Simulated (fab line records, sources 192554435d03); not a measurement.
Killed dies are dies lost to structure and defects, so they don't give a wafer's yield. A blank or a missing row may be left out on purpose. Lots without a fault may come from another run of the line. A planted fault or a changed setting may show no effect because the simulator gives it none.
A struck lot beside a sound one | flow n5_finfet | 35 steps out of a route of 1938
Sound: wafers L160.1, L160.4, L160.6. Struck: wafer L159.5. (L159.2, L159.4 of the same lot were not struck and are left out.) The cause comes at the end.
At each step with rows: each side's tool, then ch and its chambers, then its first start. Under that, the readings that differ: sound wafers | struck wafers | difference of the means | sigmas: that difference in standard deviations of wafers without a fault.
alike: readings whose means differ by less than 2 such deviations, and words and numbers that are the same on both sides. not compared: withheld readings, readings that some wafer has no value for, bounds like >300 that may hide the same value, and numbers for which the record gives no deviation and whose values overlap.
The two part at a step that has a row with sigmas, a row that says differs or no value, or rows on one side only. Numbers that don't overlap but have no deviation are shown without sigmas and don't part them. A reading that every wafer of one side lacks parts them only if that side has two wafers or more.

first, 9 steps without rows for these wafers: N5_PMOS_HMC_CHANNEL_EPI_EXPOSE_06 (exposes mask PMOS HMC BLK, target cd 240 nm); N5_PMOS_HMC_CHANNEL_EPI_PEB_07 (peb time 60 s); N5_PMOS_HMC_CHANNEL_EPI_DEVELOP_08 (develop time 30 s); N5_PMOS_HMC_CHANNEL_EPI_DESCUM_14 (chemistry O2, time 7.9 s); N5_PMOS_HMC_CHANNEL_EPI_ETCH_32 (etches BARC in N2/H2, stops on SiO2, target depth 85.8 nm, time 50.3 s); N5_PMOS_HMC_CHANNEL_EPI_HM_OPEN_15 (chemistry CHF3/O2, target SiO2, target depth 40.6 nm, time 20.3 s); N5_PMOS_HMC_CHANNEL_EPI_STRIP_33 (strips in N2/H2); N5_PMOS_HMC_CHANNEL_EPI_STRIP_17 (strips in SPM, time 750 s); N5_PMOS_HMC_CHANNEL_EPI_ETCH_38 (etches SiO2 in CF4, target depth 1.5 nm).
N5_PMOS_HMC_CHANNEL_EPI_FIN_RECESS_16: chemistry HBr/Cl2, target Si, target depth 54 nm, time 18 s.
  sound on rie_si-03 ch 1,3, day 7 11:44; struck on rie_si-02 ch 0, day 7 05:55
  alike: drypump_motor_current_A, oes_product_au, rf_fwd_power_W, throttle_valve_pct
  not compared: rf_hours_counter_h
then, 24 steps without rows for these wafers: N5_PMOS_HMC_CHANNEL_EPI_PRECLEAN_36 (cleans in O3/DIW, time 45 s); N5_PMOS_HMC_CHANNEL_EPI_PRECLEAN_18 (cleans in DHF, time 30 s); N5_PMOS_HMC_CHANNEL_EPI_SRD_19 (time 30 s); N5_PMOS_HMC_CHANNEL_EPI_EPI_20 (deposits SiGe30, target thk 59 nm); N5_PMOS_HMC_CHANNEL_EPI_HM_STRIP_35 (strips SiO2 in dHF, material SiO2, target depth 39.6 nm, time 216 s); N5_PMOS_HMC_CHANNEL_EPI_SRD_39 (time 30 s); N5_PMOS_HMC_CHANNEL_EPI_CMP_21 (polishes SiGe30, target thk 54 nm); N5_PMOS_HMC_CHANNEL_EPI_PRECLEAN_40 (cleans in DHF, time 30 s); N5_PMOS_HMC_CHANNEL_EPI_PRECLEAN_37 (cleans in O3/DIW, time 45 s); N5_PMOS_HMC_CHANNEL_EPI_PRECLEAN_24 (cleans in DHF, time 30 s); N5_PMOS_HMC_CHANNEL_EPI_SRD_25 (time 30 s); N5_PMOS_HMC_CHANNEL_EPI_EPI_26 (deposits Si from SiH4/H2, target thk 3.8 nm, time 22.7 s); N5_FIN_SAQP_PRECLEAN_42 (cleans in O3/DIW, time 60 s); N5_FIN_SAQP_PRECLEAN_00 (cleans in SC1, time 60 s); N5_FIN_SAQP_PRECLEAN_44 (cleans in SC2, time 45 s); N5_FIN_SAQP_SRD_01 (time 30 s); N5_FIN_SAQP_ALD_61 (deposits SiO2, target thk 4 nm, pulse time 1 s, purge time 2 s); N5_FIN_SAQP_DENSIFY_62 (time 60 s); N5_FIN_SAQP_HM_DEP_03 (deposits SiNx from SiH4/NH3/N2, target thk 38 nm, time 33.6 s); N5_FIN_SAQP_PECVD_47 (deposits a-Si from SiH4/He, target thk 45 nm, time 36.3 s); N5_FIN_SAQP_PECVD_48 (deposits SiNx from SiH4/NH3/N2, target thk 25 nm, time 22.1 s); N5_FIN_SAQP_PECVD_06 (deposits a-Si from SiH4/He, target thk 60 nm, time 48.1 s); N5_FIN_SAQP_HM_DEP_72 (deposits SiO2 from SiH4/N2O, target thk 12 nm, time 7.2 s); N5_FIN_SAQP_COAT_49 (time 60 s, resist thk 100 nm).
-- the record jumps here: 11 days lie between the struck wafers' starts before and after (it left off in module FIN_SAQP and takes up again in module PASSIVATION, whose first step shown is number 1936 of the route) --
N5_PASSIVATION_PROBE_49:
  sound on prober-01, day 18 05:53; struck on prober-01, day 18 17:20
  reading                  | sound          | struck | difference | sigmas
  defect_limited_yield (%) | 92.3 89.8 90.8 | 84.2   | -6.8       | -5
  killed_at_M0_to_M3       | 47 57 33       | 20     | -26        | -3
  killed_at_front_end      | 26 48 44       | 156    | +117       | +11
  killed_dies              | 91 120 108     | 186    | +80        | +5
  killed_open              | 62 84 65       | 32     | -38        | -3
  sort_bin_5_function (%)  | 3.9 6.1 4.8    | 10.3   | +5.4       | +5
  sort_n_pass              | 1089 1060 1072 | 994    | -80        | -4
  sort_yield_pct (%)       | 92.3 89.8 90.8 | 84.2   | -6.8       | -4
  alike: killed_at_M4_up, killed_at_contacts, killed_at_other, killed_on_rim, killed_short, sort_bin_6_memory

WHERE THEY PART
Only at N5_PASSIVATION_PROBE_49, within this record.

WHY: what the simulator had put in
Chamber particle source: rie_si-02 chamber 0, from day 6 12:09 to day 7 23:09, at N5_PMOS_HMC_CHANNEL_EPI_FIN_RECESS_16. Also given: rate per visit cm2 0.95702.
